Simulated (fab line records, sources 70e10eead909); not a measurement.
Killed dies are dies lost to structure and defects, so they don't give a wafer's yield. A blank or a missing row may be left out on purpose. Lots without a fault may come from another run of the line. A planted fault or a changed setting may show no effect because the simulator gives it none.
A struck lot beside a sound one | flow nand_harc | 17 steps out of a route of 1159
Sound: wafers L155.2, L155.4, L155.5. Struck: wafer L162.5. (L162.1, L162.6 of the same lot were not struck and are left out.) The cause comes at the end.
At each step with rows: each side's tool, then ch and its chambers, then its first start. Under that, the readings that differ: sound wafers | struck wafers | difference of the means | sigmas: that difference in standard deviations of wafers without a fault.
alike: readings whose means differ by less than 2 such deviations, and words and numbers that are the same on both sides. not compared: withheld readings, readings that some wafer has no value for, bounds like >300 that may hide the same value, and numbers for which the record gives no deviation and whose values overlap.
The two part at a step that has a row with sigmas, a row that says differs or no value, or rows on one side only. Numbers that don't overlap but have no deviation are shown without sigmas and don't part them. A reading that every wafer of one side lacks parts them only if that side has two wafers or more.

NHARC_A_SGD_CUT_CD_MEAS_09: target cd 100 nm.
  sound on cd_sem-01 ch 0, day 14 12:01; struck on cd_sem-03 ch 0, day 16 08:39
  alike: cd_nm
NHARC_A_SGD_CUT_OVL_MEAS_10:
  sound on overlay-01, day 14 12:06; struck on overlay-01, day 16 08:44
  alike: overlay_x_nm, overlay_y_nm
NHARC_A_SGD_CUT_INSPECT_11:
  sound on defect_inspect-02, day 14 12:08; struck on defect_inspect-02, day 16 08:47
  alike: raw_defect_count
NHARC_A_SGD_CUT_DESCUM_14: chemistry O2, time 3 s.
  sound on rie_diel-04 ch 0,2, day 14 12:13; struck on rie_diel-10 ch 1, day 16 08:51
  alike: drypump_motor_current_A, mfc_ar_sccm, oes_product_au, rf_vpp_V, showerhead_plenum_p_Torr, throttle_valve_pct
  not compared: rf_hours_counter_h
NHARC_A_SGD_CUT_ETCH_58: etches the open film in CF4, target depth 39 nm, time 65 s.
  sound on rie_diel-04 ch 0,1,2, day 14 12:19; struck on rie_diel-10 ch 3, day 16 08:56
  alike: drypump_motor_current_A, mfc_ar_sccm, oes_product_au, rf_vpp_V, showerhead_plenum_p_Torr, throttle_valve_pct
  not compared: rf_hours_counter_h
then, 2 steps without rows for these wafers: NHARC_A_SGD_CUT_ETCH_59 (etches the open film in N2/H2, target depth 260 nm, time 406.25 s); NHARC_A_SGD_CUT_ETCH_15 (etches the open film in CH3F/O2, target depth 75 nm, time 64.3 s).
NHARC_A_SGD_CUT_ETCH_16: etches the open film in C4F8/O2/Ar, target depth 310.5 nm, time 155.2 s.
  sound on rie_diel-04 ch 0,2; struck on rie_diel-10 ch 0
  reading               | sound             | struck | difference | sigmas
  oes_product_au (a.u.) | 0.954 0.947 0.958 | 0.990  | +0.037     | +2
  alike: rf_vpp_V
  not compared: rf_hours_counter_h
then, 1 step without rows for these wafers: NHARC_A_SGD_CUT_STRIP_60 (strips in C4F8/O2/Ar).
NHARC_A_SGD_CUT_STRIP_17: strips in O2.
  sound on rie_diel-04 ch 0,2; struck on rie_diel-10 ch 3
  alike: drypump_motor_current_A, mfc_ar_sccm, oes_product_au, rf_vpp_V, showerhead_plenum_p_Torr, throttle_valve_pct
  not compared: rf_hours_counter_h
then, 2 steps without rows for these wafers: NHARC_A_SGD_CUT_PRECLEAN_18 (cleans in SC1); NHARC_A_SGD_CUT_SRD_19.
NHARC_A_SGD_CUT_DEP_20: deposits SiO2, target thk 150 nm.
  sound on fcvd-01 ch 0, day 14 13:38; struck on fcvd-02 ch 0, day 16 09:57
then, 1 step without rows for these wafers: NHARC_A_SGD_CUT_ANNEAL_27 (time 1800 s).
NHARC_A_SGD_CUT_CMP_21: polishes, target thk 148.19 nm.
  sound on cmp-04 ch 0,1,2, day 14 17:32; struck on cmp-01 ch 3, day 16 14:57
  reading                | sound    | struck | difference | sigmas
  time_to_endpoint_s (s) | 46 47 48 | 38     | -9         | -3
  alike: motor_current_A, slurry_flow_ml_min
NHARC_A_SGD_CUT_THK_MEAS_22: measures by ellipsometry.
  sound on film_metro-01, day 14 17:46; struck on film_metro-02, day 16 15:10
  reading     | sound             | struck | difference | sigmas
  thk_nm (nm) | 150.4 149.1 149.1 | 127.9  | -21.6      | -17
then, 1 step without rows for these wafers: NHARC_A_SGD_CUT_SRD_23.

WHERE THEY PART
First at NHARC_A_SGD_CUT_ETCH_16; last, within this record, at NHARC_A_SGD_CUT_THK_MEAS_22.

WHY: what the simulator had put in
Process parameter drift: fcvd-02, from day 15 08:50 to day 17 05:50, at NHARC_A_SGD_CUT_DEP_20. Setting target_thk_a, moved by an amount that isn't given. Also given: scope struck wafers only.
